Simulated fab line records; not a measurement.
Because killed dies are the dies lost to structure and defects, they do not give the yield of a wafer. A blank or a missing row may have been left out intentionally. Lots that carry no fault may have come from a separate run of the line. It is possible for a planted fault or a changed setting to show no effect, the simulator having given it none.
Which of the tools did it? + flow nand_harc + at 1 step of a route of 1159, 22 lots with 66 wafers sampled

WHAT EACH GAUGE READ, for each wafer
NHARC_P_START_INSPECT_01.
| lot  | measured    | on                | raw_defect_count |
|------|-------------|-------------------|------------------|
| L074 | day 1 12:02 | defect_inspect-01 | 3 3 2            |
| L075 | day 1 18:03 | defect_inspect-01 | 5 5 5            |
| L076 | day 2 00:02 | defect_inspect-01 | 3 6 3            |
| L077 | day 2 06:02 | defect_inspect-02 | 5 3 2            |
| L078 | day 2 12:02 | defect_inspect-02 | 5 3 3            |
| L079 | day 2 18:02 | defect_inspect-01 | 8 3 4            |
| L080 | day 3 00:02 | defect_inspect-02 | 2 5 5            |
| L081 | day 3 06:02 | defect_inspect-02 | 5 6 2            |
| L082 | day 3 12:02 | defect_inspect-02 | 5 4 3            |
| L083 | day 3 18:02 | defect_inspect-01 | 3 7 2            |
| L084 | day 4 00:02 | defect_inspect-01 | 5 1 6            |
| L085 | day 4 06:02 | defect_inspect-01 | 8 3 3            |
| L086 | day 4 12:02 | defect_inspect-02 | 3 5 0            |
| L087 | day 4 18:02 | defect_inspect-02 | 2 4 2            |
| L088 | day 5 00:02 | defect_inspect-01 | 3 7 8            |
| L089 | day 5 06:02 | defect_inspect-01 | 4 1 1            |
| L090 | day 5 12:02 | defect_inspect-02 | 3 0 1            |
| L091 | day 5 18:02 | defect_inspect-01 | 2 5 2            |
| L092 | day 6 00:02 | defect_inspect-02 | 2 7 2            |
| L093 | day 6 06:02 | defect_inspect-02 | 0 6 4            |
| L095 | day 6 18:02 | defect_inspect-01 | 5 2 3            |
| L097 | day 7 06:02 | defect_inspect-01 | 5 2 2            |

EACH LOT AND THE TOOL THAT RAN IT (in order: tool; ch and the chambers of the sampled wafers; start)
There is no process step in the record ahead of these readings.

AS READ BY THE TOOLS THEMSELVES (means over the sampled wafers that have a number; for cases with no such wafer, the mark the record gives instead)
The record holds no such reading with a usual standard deviation.

THE ANSWER, worked out from the rows above alone
Rule: what is usual is taken from the lots themselves. The widest of any qualifying gaps counts: lots, ordered by their means at a reading, are off when they make up no more than a third of the lots, leave a main group of 4 or more, and stand apart from it by 3 or more times the standard deviation of that group's means. Not used: any main group whose means are identical at the precision the tables above print for the reading. A lot without any number at a reading at which 4 lots or more have one is off too. Any other lot the step has rows for is counted as sound. The gauges are gone through in route order, then the tools' own readings, and for those a lot's mean is taken as printed above. At the first step where some lot is off, the reading lying furthest off is the one used; lots without a number count as furthest.
No lot is off at any reading shown: from this, nothing can be told.

WHAT THE SIMULATOR PUT IN
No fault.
